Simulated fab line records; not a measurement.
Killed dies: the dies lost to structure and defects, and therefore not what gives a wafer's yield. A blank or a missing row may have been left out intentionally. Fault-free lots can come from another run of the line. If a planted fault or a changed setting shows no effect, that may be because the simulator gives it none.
Problem report in the 8D (eight disciplines) form, filled by code | flow n5 finfet | the parts of the form that need people (team, actions taken, sign-off) are left out

## 1. THE PROBLEM
At N5_BEOL_M2_INSPECT_13, raw defect count averages 1062 over 6 wafers from 2 lots, while fault-free wafers read 379, standard deviation 82. That is +8.3 standard deviations from the usual mean.
The step: inspects for defects (brightfield).
Earliest sighting: wafer L800.1 on defect inspect-01 at day 8 17:45. At this step, 27 wafers from 9 lots have a number in the record. By rule, "out" or "out of limits" means more than 4 standard deviations away from the usual mean. The other wafers with a number count as sound.

## 2. WHAT IT IS, AND WHAT IT ISN'T
question                    | is                     | is not
which readings at this step | raw defect count       | -
which lots                  | L800, L802             | L793, L795, L801, L805, L806, L811, L815
which wafers of those lots  | all that have a number | -
read on which gauges        | defect inspect-01      | defect inspect-02
when                        | from day 8 17:45       | up to then (6 sound wafers); but 15 sound wafers of L801, L805, L806, L811, L815 came after

## 3. SUSPECTS, AND WHAT RULES EACH OUT
Counting: a tool stays on the suspect list if, at a process step up to the reading, it processed all lots that are out and no sound lot following the first of them.
- the gauge at N5_BEOL_M2_INSPECT_13 is ruled out. All the wafers that are out were read on defect inspect-01, but those of them that N5_PASSIVATION_PROBE_49 has rows for are out there too, on other tools.
- pvd sputter-02 at N5_BEOL_M2_HM_DEP_02 (deposits TiN, target thk 20 nm): kept. It ran every lot that is out, first L800 (day 8 17:16), and no sound lot after that; its last sound lot up to then is L795 (day 7 16:11).
Left after counting: pvd sputter-02 at N5_BEOL_M2_HM_DEP_02.

## 4. THE CAUSE (what the simulator had put in)
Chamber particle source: pvd sputter-02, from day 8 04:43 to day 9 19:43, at N5_BEOL_M2_HM_DEP_02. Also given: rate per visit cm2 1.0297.
Only this tool survived the counting.

## 5. SEQUENCE OF EFFECTS, ordered by route
Each row: a reading where the mean over the struck wafers with a number is more than 3 standard deviations away from the usual. Only readings for which the record gives a usual standard deviation are gone through. hours: the time from each lot's start at the first step in this table that gives one to its start at this step, as a median over the lots. sigmas: the change in usual standard deviations.
hours | step                    | reading              | usual  | on struck wafers | change | sigmas
0     | N5_BEOL_M2_INSPECT_13   | raw defect count     | 379    | 1062             | +683   | +8.3
1     | N5_BEOL_M2_INSPECT_30   | raw defect count     | 378    | 1046             | +668   | +8.4
213   | N5_PASSIVATION_PROBE_49 | defect limited yield | 91.4 % | 83.1             | -8.3   | -6.9
213   | N5_PASSIVATION_PROBE_49 | killed_at_M0_to_M3   | 34     | 143              | +109   | +11
213   | N5_PASSIVATION_PROBE_49 | killed dies          | 102    | 199              | +97    | +6.5
213   | N5_PASSIVATION_PROBE_49 | sort_bin_5_function  | 5.0 %  | 11.0             | +6.0   | +7.0
213   | N5_PASSIVATION_PROBE_49 | sort n pass          | 1078   | 981              | -97    | -6.5
213   | N5_PASSIVATION_PROBE_49 | sort yield pct       | 91.4 % | 83.1             | -8.3   | -6.9
Process steps it contains:
- N5_PASSIVATION_PROBE_49
Later measuring or inspecting steps at which every struck wafer that the step has a row for has a number for every such reading, and none has moved that far: N5_BEOL_M4_RC_MEAS_101.

## 6. WHAT WOULD HAVE CAUGHT IT SOONER
13 hours passed between the start of the fault at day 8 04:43 and the first reading out of limits at a measuring or inspecting step in this record, taken at day 8 17:45.
Tool readings at N5_BEOL_M2_HM_DEP_02 with a usual standard deviation given in the record: none out on any struck wafer, hence no alarm at a limit of 4 standard deviations on them.
Of the lots that are out (2), L802 began N5_BEOL_M2_HM_DEP_02 on pvd sputter-02 after day 8 17:45. A tool hold placed at that time would have kept it from harm.
